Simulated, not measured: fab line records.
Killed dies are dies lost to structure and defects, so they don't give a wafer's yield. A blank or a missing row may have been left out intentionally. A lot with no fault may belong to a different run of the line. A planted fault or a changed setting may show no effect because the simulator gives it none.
fab line records	flow n5_finfet
record: lots: 8	wafers: 24	last_day: 17
route steps=1938 shown BEOL_M2@906 BEOL_M4@1111 PASSIVATION@1936
lots that met no fault: from a run of the same line without faults
start_h: the number of hours between the record's first day and the start of the first shown wafer of the lot	wait_h: how many hours have passed since the lot's step before this one	" repeats the value in the row above	L1.1+2: a single row standing in for several wafers	- no value, or no start given	* or withheld: withheld	< > ~ a bound
route shown NAME@n: names a module that has steps shown in the file, with the first one's number in the route	usual: mean/standard deviation of fault-free wafers	same: alike in all rows	chamber/n: place in a boat	sites: per-site readings	_std_site: the standard deviation of these	_edge_site: mean of outer sites minus mean of inner sites	radius_mm: for every site, how far away it sits from the centre of the wafer	mask NAME#n: copy n	behind: the last tool/chamber to shape the wafer	hold: the reason the lot was held/the length of the hold in hours/how it ended	device: which transistor (n, p or np) failed to switch	end of line: the route-end tests of the same wafers	step lacking rows: just its recipe	killed: count of dies lost to structure and defects at first sort (not the wafer's yield)	map: the dies of a wafer, with x for killed, . for not killed, _ for no die there
set.NAME: the setting that was run; set.NAME@STEP: the one run at that earlier step	model.NAME: the simulator's own value behind a step, which no gauge read
a sample of lots followed through the steps of the route, with each step as a table and each wafer as a row
services: from which hour (start_h, from the record's first day; less than 0 if before it) a tool's chamber was out of use, for how many hours, and why
== steps ==
step: N5_BEOL_M2_SPUTTER_79
recipe: material: Cu	target_thk_a: 45	temp_c: -20	chamber_pressure_pa: 0.07	power_w: withheld	time_s: 8.29
usual: chuck_gas_flow_sccm: 1.27/0.06	susceptor_temp_C: -20.01/0.1	throttle_valve_pct: 30.2/1.1
lot.wafer	tool	chamber	start_h	wait_h	chuck_gas_flow_sccm	susceptor_temp_C	throttle_valve_pct
L232.1	pvd_sputter-01	-	181.33	0.1	1.31	-20.10	31.1
L232.4	"	-	"	"	1.26	-20.08	31.5
L232.5	"	-	"	"	1.26	-20.08	29.5
L241.2	pvd_sputter-02	-	233.50	0.1	1.27	-19.98	31.6
L241.5	"	-	"	"	1.22	-20.03	31.5
L241.6	"	-	"	"	1.32	-20.01	29.7
L242.1	pvd_sputter-03	-	235.71	0.1	1.19	-20.00	28.6
L242.3	"	-	"	"	1.31	-20.30	30.2
L242.4	"	-	"	"	1.35	-20.10	32.1
L243.1	pvd_sputter-02	-	236.38	0.1	1.26	-20.11	31.6
L243.2	"	-	"	"	1.25	-20.14	30.2
L243.6	"	-	"	"	1.21	-20.01	30.0
L246.3	pvd_sputter-01	-	261.71	0.1	1.33	-20.08	31.5
L246.4	"	-	"	"	1.29	-20.06	29.4
L246.5	"	-	"	"	1.22	-19.93	30.9
L247.1	pvd_sputter-01	-	264.19	0.1	1.21	-20.11	31.5
L247.2	"	-	"	"	1.35	-20.11	29.3
L247.6	"	-	"	"	1.29	-20.08	31.0
L248.1	pvd_sputter-03	-	265.96	0.1	1.34	-19.85	31.6
L248.2	"	-	"	"	1.36	-19.90	29.0
L248.5	"	-	"	"	1.27	-19.98	28.7
L249.1	pvd_sputter-02	-	279.19	0.1	1.29	-19.95	29.8
L249.2	"	-	"	"	1.26	-19.93	31.5
L249.5	"	-	"	"	1.21	-19.94	29.1
step: N5_BEOL_M2_ANNEAL_89
recipe: temp_c: 400	time_s: 240	ambient: vacuum
usual: heater_power_w: 914/130	susceptor_temp_C: 399.99/0.22
lot.wafer	tool	chamber	start_h	wait_h	heater_power_w	susceptor_temp_C
L232.1	pvd_sputter-01	-	182.07	0.0	850	400.06
L232.4	"	-	"	"	1001	399.95
L232.5	"	-	"	"	895	399.76
L241.2	pvd_sputter-02	-	234.24	0.0	913	400.06
L241.5	"	-	"	"	938	399.94
L241.6	"	-	"	"	897	399.97
L242.1	pvd_sputter-03	-	236.45	0.0	788	400.07
L242.3	"	-	"	"	686	400.20
L242.4	"	-	"	"	939	399.80
L243.1	pvd_sputter-02	-	237.12	0.0	932	400.16
L243.2	"	-	"	"	751	400.03
L243.6	"	-	"	"	757	399.89
L246.3	pvd_sputter-01	-	262.45	0.0	1034	399.64
L246.4	"	-	"	"	916	399.82
L246.5	"	-	"	"	1089	399.63
L247.1	pvd_sputter-01	-	264.93	0.0	1028	399.99
L247.2	"	-	"	"	889	399.81
L247.6	"	-	"	"	1098	400.06
L248.1	pvd_sputter-03	-	266.70	0.0	945	400.37
L248.2	"	-	"	"	959	399.70
L248.5	"	-	"	"	782	400.15
L249.1	pvd_sputter-02	-	279.93	0.0	899	399.83
L249.2	"	-	"	"	898	399.65
L249.5	"	-	"	"	1135	400.25
step: N5_BEOL_M2_CMP_52
recipe: stop_on: SiOC	t_overpolish_s: 6.8	down_force_psi: 1	platen_rpm: 50	clearing_platen_down_force_psi: 1.5	clearing_platen_rpm: 50	post_cmp_clean: cu_alkaline	target_thk_nm: 40	clearing_platen_pad_velocity_m_s: 0.99484	pad_velocity_m_s: 0.99484
usual: barrier_field_endpoint_s: 24.7/0.64	clearing_platen_down_force_psi: 1.4999/0.0028	motor_current_A: 6.0/0.64	overpolish_run_s: 6.800/0.0085	platen_rpm: 50.008/0.03	time_to_endpoint_s: 63/3.7
lot.wafer	tool	chamber	start_h	wait_h	barrier_field_endpoint_s	clearing_platen_down_force_psi	motor_current_A	overpolish_run_s	platen_rpm	time_to_endpoint_s
L232.4	cmp-01	2	183.36	0.1	23.9	1.5011	5.6	6.787	50.015	55
L232.1	"	3	"	"	25.1	1.4969	7.2	6.807	50.023	60
L232.5	"	3	"	"	25.0	1.5036	7.6	6.796	50.015	60
L241.2	cmp-01	0	235.59	0.2	-	-	-	-	-	-
L241.6	"	3	"	"	-	-	-	-	-	-
L241.5	"	0	"	"	-	-	-	-	-	-
L242.3	cmp-01	3	237.75	0.2	-	-	-	-	-	-
L242.1	"	0	"	"	-	-	-	-	-	-
L242.4	"	2	"	"	-	-	-	-	-	-
L243.2	cmp-03	0	238.59	0.2	-	-	-	-	-	-
L243.1	"	1	"	"	-	-	-	-	-	-
L243.6	"	0	"	"	-	-	-	-	-	-
L246.4	cmp-03	1	264.05	0.2	25.4	1.4922	5.3	6.789	50.015	67
L246.3	"	3	"	"	23.7	1.5003	5.8	6.797	50.056	60
L246.5	"	1	"	"	25.6	1.5007	5.5	6.795	50.059	66
L247.2	cmp-03	3	266.22	0.2	23.9	1.4991	5.8	6.792	50.017	60
L247.1	"	2	"	"	24.8	1.4974	5.6	6.798	50.021	65
L247.6	"	3	"	"	24.0	1.4983	5.6	6.818	50.034	57
L248.1	cmp-03	3	270.18	0.3	23.6	1.4974	5.7	6.796	50.012	58
L248.2	"	1	"	"	25.1	1.4998	5.4	6.800	50.004	68
L248.5	"	3	"	"	24.4	1.4986	6.0	6.805	50.002	61
L249.1	cmp-01	0	281.22	0.3	24.6	1.4956	6.1	6.805	50.034	59
L249.2	"	3	"	"	24.0	1.4988	7.8	6.808	49.992	58
L249.5	"	1	"	"	25.3	1.5021	5.7	6.793	50.017	60
step: N5_BEOL_M2_THK_MEAS_53
recipe: thk_meas_gauge: xrf	reads: Cu_of_BEOL_M2_ECD_50
usual: M2_THK: 39.8/1.5
lot.wafer	tool	chamber	start_h	wait_h	M2_THK[nm]
L232.1	film_metro-01	-	183.65	-	38.5
L232.4	"	-	"	"	37.7
L232.5	"	-	"	"	38.3
L241.2	film_metro-01	-	235.86	0.2	298.5
L241.5	"	-	"	"	297.2
L241.6	"	-	"	"	294.1
L242.1	film_metro-01	-	238.04	0.2	294.3
L242.3	"	-	"	"	298.5
L242.4	"	-	"	"	298.3
L243.1	film_metro-02	-	238.89	0.2	288.5
L243.2	"	-	"	"	285.3
L243.6	"	-	"	"	288.3
L246.3	film_metro-02	-	264.31	-	36.2
L246.4	"	-	"	"	38.4
L246.5	"	-	"	"	40.7
L247.1	film_metro-01	-	266.52	-	39.8
L247.2	"	-	"	"	37.9
L247.6	"	-	"	"	37.9
L248.1	film_metro-01	-	270.47	-	37.2
L248.2	"	-	"	"	43.1
L248.5	"	-	"	"	37.8
L249.1	film_metro-02	-	281.51	-	38.2
L249.2	"	-	"	"	38.4
L249.5	"	-	"	"	38.8
step: N5_BEOL_M2_PRE_CLEAN_60
recipe: gas: NH3/H2	time_s: 15	temp_c: *	rf_power_w: 300
usual: heater_power_w: 81/8	susceptor_temp_C: *
lot.wafer	tool	chamber	start_h	wait_h	heater_power_w	susceptor_temp_C
L232.1	cvd_co-01	2	183.69	0.0	68	*
L232.4	"	2	"	"	70	*
L232.5	"	1	"	"	75	*
L241.2	cvd_co-01	0	235.98	0.1	93	*
L241.5	"	1	"	"	78	*
L241.6	"	2	"	"	70	*
L242.1	cvd_co-02	1	238.08	0.0	77	*
L242.3	"	2	"	"	89	*
L242.4	"	1	"	"	76	*
L243.1	cvd_co-02	0	238.92	0.0	85	*
L243.2	"	2	"	"	87	*
L243.6	"	0	"	"	87	*
L246.3	cvd_co-01	1	264.34	0.0	77	*
L246.4	"	1	"	"	76	*
L246.5	"	2	"	"	71	*
L247.1	cvd_co-01	2	266.56	0.0	71	*
L247.2	"	1	"	"	75	*
L247.6	"	1	"	"	76	*
L248.1	cvd_co-01	0	270.51	0.0	94	*
L248.2	"	1	"	"	78	*
L248.5	"	2	"	"	73	*
L249.1	cvd_co-02	2	281.55	0.0	87	*
L249.2	"	1	"	"	75	*
L249.5	"	2	"	"	89	*
step: N5_BEOL_M2_RS_MEAS_58
recipe: thk_meas_gauge: four-point-probe	reads: Co_of_BEOL_M2_CO_CAP_55+Cu_of_BEOL_M2_ECD_50+Co_of_BEOL_M2_CVD_47+TaN_of_BEOL_M2_ALD_84
usual: M2_RS: 0.67/0.032
lot.wafer	tool	chamber	start_h	wait_h	M2_RS[ohm/sq]
L232.1	film_metro-01	-	183.91	0.0	0.70
L232.4	"	-	"	"	0.72
L232.5	"	-	"	"	0.70
L241.2	film_metro-02	-	236.20	0.1	0.06
L241.5	"	-	"	"	0.06
L241.6	"	-	"	"	0.06
L242.1	film_metro-01	-	238.30	0.0	0.06
L242.3	"	-	"	"	0.06
L242.4	"	-	"	"	0.06
L243.1	film_metro-02	-	239.15	0.0	0.06
L243.2	"	-	"	"	0.06
L243.6	"	-	"	"	0.06
L246.3	film_metro-01	-	264.57	0.1	0.75
L246.4	"	-	"	"	0.69
L246.5	"	-	"	"	0.64
L247.1	film_metro-01	-	266.78	0.0	0.68
L247.2	"	-	"	"	0.73
L247.6	"	-	"	"	0.72
L248.1	film_metro-01	-	270.73	0.0	0.73
L248.2	"	-	"	"	0.61
L248.5	"	-	"	"	0.72
L249.1	film_metro-01	-	281.78	0.0	0.70
L249.2	"	-	"	"	0.69
L249.5	"	-	"	"	0.69
step: N5_BEOL_M2_INSPECT_59
recipe: inspect_instrument: darkfield	mode: post_dep
usual: raw_defect_count: 74/23
lot.wafer	tool	chamber	start_h	wait_h	raw_defect_count
L232.1	defect_inspect-01	-	183.94	0.0	66
L232.4	"	-	"	"	116
L232.5	"	-	"	"	66
L241.2	defect_inspect-02	-	236.23	0.0	6085
L241.5	"	-	"	"	5996
L241.6	"	-	"	"	5899
L242.1	defect_inspect-01	-	238.33	0.0	5911
L242.3	"	-	"	"	5953
L242.4	"	-	"	"	5905
L243.1	defect_inspect-02	-	239.17	0.0	5842
L243.2	"	-	"	"	5936
L243.6	"	-	"	"	5798
L246.3	defect_inspect-01	-	264.59	0.0	68
L246.4	"	-	"	"	65
L246.5	"	-	"	"	76
L247.1	defect_inspect-01	-	266.81	0.0	88
L247.2	"	-	"	"	91
L247.6	"	-	"	"	77
L248.1	defect_inspect-02	-	270.76	0.0	41
L248.2	"	-	"	"	83
L248.5	"	-	"	"	55
L249.1	defect_inspect-01	-	281.80	0.0	101
L249.2	"	-	"	"	67
L249.5	"	-	"	"	128
step: N5_BEOL_M4_RC_MEAS_101
usual: DIBL_N: 35.8/1.8	DIBL_P: 35.6/2	IOFF_N: 0.148/0.028	IOFF_P: 0.20/0.034	ION_N: 672/12	ION_P: 462/8.5	SS_N: 71.2/0.65	SS_P: 73.1/0.67	VT_N: 251/3.3	VT_P: -251/3.8
lot.wafer	tool	chamber	start_h	wait_h	DIBL_N[mV/V]	DIBL_P[mV/V]	IOFF_N[nA/um]	IOFF_P[nA/um]	ION_N[uA/um]	ION_P[uA/um]	SS_N[mV/dec]	SS_P[mV/dec]	VT_N[mV]	VT_P[mV]
L232.1	prober-02	0	203.75	0.0	33.2	32.1	0.111	0.16	667	459	70.4	72.0	254	-256
L232.4	"	0	"	"	34.2	33.6	0.129	0.19	674	467	70.5	72.8	250	-250
L232.5	"	0	"	"	34.0	32.3	0.116	0.16	655	453	70.5	72.6	254	-253
L246.3	prober-02	0	283.24	0.3	36.4	33.2	0.145	0.16	671	454	71.8	73.0	253	-257
L246.4	"	0	"	"	39.3	36.0	0.208	0.19	659	443	72.7	73.9	249	-253
L246.5	"	0	"	"	37.4	35.8	0.170	0.20	685	459	71.3	73.8	249	-250
L247.1	prober-01	0	290.31	0.0	38.6	41.2	0.200	0.27	678	464	72.5	74.2	245	-247
L247.2	"	0	"	"	37.8	39.5	0.181	0.24	684	462	71.2	73.9	247	-249
L247.6	"	0	"	"	38.0	39.9	0.183	0.25	682	472	72.0	74.1	250	-247
L248.1	prober-02	0	306.87	0.0	35.8	35.0	0.147	0.19	677	463	71.3	72.4	250	-248
L248.2	"	0	"	"	38.4	37.4	0.197	0.24	691	478	71.6	72.5	246	-247
L248.5	"	0	"	"	35.3	33.1	0.138	0.18	682	464	71.0	71.9	254	-250
L249.1	prober-02	0	310.71	0.0	34.5	34.1	0.145	0.19	673	471	70.7	72.4	249	-249
L249.2	"	0	"	"	35.1	35.6	0.163	0.21	687	470	70.5	72.9	246	-247
L249.5	"	0	"	"	35.3	35.2	0.164	0.21	692	469	70.9	72.9	247	-247
step: N5_PASSIVATION_PROBE_49
usual: defect_limited_yield: 91.3/1.5	killed_at_M0_to_M3: 34/11	killed_at_M4_up: 14/6.1	killed_at_contacts: 12/5.9	killed_at_front_end: 39/11	killed_at_other: 4/3.3	killed_dies: 102/18	killed_on_rim: 13/3.8	killed_open: 67/13	killed_short: 33/7.9	sort_bin_5_function: 5.1/1	sort_bin_6_memory: 3.3/0.7	sort_n_pass: 1077/19	sort_yield_pct: 91.3/1.6
same: gross_dies: 1180	killed_at_back_side: 0	sort_bin_4_leakage[%]: 0	sort_bin_8_speed[%]: 0
lot.wafer	tool	chamber	start_h	wait_h	defect_limited_yield[%]	killed_at_M0_to_M3	killed_at_M4_up	killed_at_contacts	killed_at_front_end	killed_at_other	killed_dies	killed_on_rim	killed_open	killed_short	sort_bin_5_function[%]	sort_bin_6_memory[%]	sort_n_pass	sort_yield_pct[%]
L241.2	prober-01	-	360.56	0.1	0	1122	4	10	43	1	1180	152	52	26	3.4	3.1	0	0
L241.5	prober-01	-	360.71	0.2	0	1124	4	13	37	2	1180	152	66	16	4.7	2.2	0	0
L241.6	prober-01	-	360.76	0.3	0	1116	13	24	24	3	1180	152	65	28	4.3	3.5	0	0
L243.1	prober-01	-	370.04	0.0	0	1106	14	12	43	5	1180	152	61	46	4.3	4.3	0	0
L243.2	prober-01	-	370.09	0.1	0	1115	14	10	33	8	1180	152	46	33	4.2	2.7	0	0
L243.6	prober-01	-	370.29	0.3	0	1110	20	15	32	3	1180	152	73	32	4.5	4.2	0	0
L242.1	prober-02	-	376.29	0.0	0	1066	30	33	42	9	1180	152	83	42	7.0	3.5	0	0
L242.3	prober-02	-	376.39	0.1	0	1086	28	17	42	7	1180	152	83	27	5.8	3.3	0	0
L242.4	prober-02	-	376.44	0.2	0	1103	14	6	56	1	1180	152	83	38	6.9	3.2	0	0
killed by level:class
L241.2 BEOL_M2:area_cmp=1101 DUMMY_GATE:geometric_particle:open=9 MOL_CONTACT_COAG:geometric_particle:open=9 STI_FIN_REVEAL:geometric_particle:open=7 BEOL_M3:geometric_particle:open=7 GATE_CUT:geometric_particle:short=6 GATE_CUT:geometric_particle:open=5 FIN_SAQP:geometric_particle:short=4
L241.5 BEOL_M2:area_cmp=1095 BEOL_M3:geometric_particle:open=13 MOL_CONTACT_COAG:geometric_particle:open=11 DUMMY_GATE:geometric_particle:open=10 BEOL_M0_SAQP:geometric_particle:open=6 STI_FIN_REVEAL:geometric_particle:open=5 GATE_CUT:geometric_particle:short=5 FIN_SAQP:geometric_particle:open=4
L241.6 BEOL_M2:area_cmp=1084 MOL_CONTACT_COAG:geometric_particle:open=20 BEOL_M3:geometric_particle:open=14 STI_FIN_REVEAL:geometric_particle:open=6 BEOL_M4:geometric_particle:open=5 DUMMY_GATE:geometric_particle:open=4 MOL_CONTACT_COAG:geometric_particle:short=4 BEOL_M4:geometric_particle:short=4
L243.1 BEOL_M2:area_cmp=1072 FIN_SAQP:geometric_particle:short=16 BEOL_M0_SAQP:geometric_particle:open=11 BEOL_M0_SAQP:geometric_particle:short=9 DUMMY_GATE:geometric_particle:open=7 MOL_CONTACT_COAG:geometric_particle:open=7 FIN_SAQP:geometric_particle:open=6 MOL_CONTACT_COAG:geometric_particle:short=5
L243.2 BEOL_M2:area_cmp=1095 MOL_CONTACT_COAG:geometric_particle:open=8 FIN_SAQP:geometric_particle:short=7 STI_FIN_REVEAL:geometric_particle:open=7 BEOL_M5:geometric_particle:open=6 BEOL_M0_SAQP:geometric_particle:short=5 FIN_SAQP:geometric_particle:open=4 STARTING-WAFER:geometric_particle:short=4
L243.6 BEOL_M2:area_cmp=1075 MOL_CONTACT_COAG:geometric_particle:open=13 FIN_SAQP:geometric_particle:short=9 BEOL_M1:geometric_particle:open=8 BEOL_M0_SAQP:geometric_particle:open=7 FIN_SAQP:geometric_particle:open=6 BEOL_M2:geometric_particle:open=6 BEOL_M0_SAQP:geometric_particle:short=5
L242.1 BEOL_M2:area_cmp=1051 MOL_CONTACT_COAG:geometric_particle:open=23 MOL_CONTACT_COAG:geometric_particle:short=10 BEOL_M4:geometric_particle:open=10 FIN_SAQP:geometric_particle:short=9 STI_FIN_REVEAL:geometric_particle:open=9 DUMMY_GATE:geometric_particle:open=8 BEOL_M2:geometric_particle:open=7
L242.3 BEOL_M2:area_cmp=1068 MOL_CONTACT_COAG:geometric_particle:open=15 BEOL_M4:geometric_particle:open=14 FIN_SAQP:geometric_particle:open=13 STI_FIN_REVEAL:geometric_particle:open=6 BEOL_M3:geometric_particle:open=6 DUMMY_GATE:geometric_particle:open=5 BEOL_M4:geometric_particle:short=4
L242.4 BEOL_M2:area_cmp=1057 STI_FIN_REVEAL:geometric_particle:open=23 BEOL_M2:geometric_particle:open=11 STI_FIN_REVEAL:geometric_particle:short=9 BEOL_M3:geometric_particle:open=9 FIN_SAQP:geometric_particle:short=8 BEOL_M4:geometric_particle:open=8 FIN_SAQP:geometric_particle:open=6
== services ==
tool	chamber	start_h	hours	kind
cmp-01	-	157.95	2.1	repair
cvd_co-01	-	164.81	14.6	pm
cmp-01	-	189.59	0.3	repair
cmp-01	-	193.67	4.0	pm
cmp-01	-	197.67	-	consumable_replace:conditioner
cmp-01	-	197.67	-	consumable_replace:pad
cmp-03	-	203.49	4.3	repair
cvd_co-01	-	212.47	5.0	repair
cmp-01	-	218.47	1.5	repair
cmp-03	-	234.33	1.3	repair
cmp-01	-	241.90	1.7	repair
cmp-01	-	256.66	12.8	pm
cmp-03	-	281.47	1.8	repair
== key ==
first_sign: step: N5_BEOL_M2_CMP_52	reading: tool_record	direction: missing
effect: step: N5_BEOL_M2_THK_MEAS_53	reading: M2_THK	direction: up	sigmas: 99+	usual: 39.8	struck: 293.7
effect: step: N5_BEOL_M2_RS_MEAS_58	reading: M2_RS	direction: down	sigmas: 19	usual: 0.67	struck: 0.06
effect: step: N5_BEOL_M2_INSPECT_59	reading: raw_defect_count	direction: up	sigmas: 99+	usual: 74	struck: 5925
effect: step: N5_PASSIVATION_PROBE_49	reading: killed_at_M0_to_M3	direction: up	sigmas: 96	usual: 34	struck: 1105
more_kills_born_at: N5_BEOL_M2_CMP_52@cmp-01: 6456	N5_BEOL_M2_CMP_52@cmp-03: 3242
met_at N5_BEOL_M2_CMP_52
struck_lots L241,L242,L243
later_rows_left_out L241.2,L241.5,L241.6,L242.1,L242.3,L242.4,L243.1,L243.2,L243.6
not_acting_at N5_BEOL_M2_SPUTTER_79,N5_BEOL_M2_ANNEAL_89,N5_BEOL_M2_PRE_CLEAN_60
onset_between 183.36 235.59
fault: kind: skipped_step_whole	tool: cmp-01,cmp-03	chamber: -	onset_h: 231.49	steps: N5_BEOL_M2_CMP_52	scope: struck_lots_only
later_rows_left_out: the simulator's readings of these wafers behind a module that went badly wrong aren't trusted and aren't shown, but for the sort
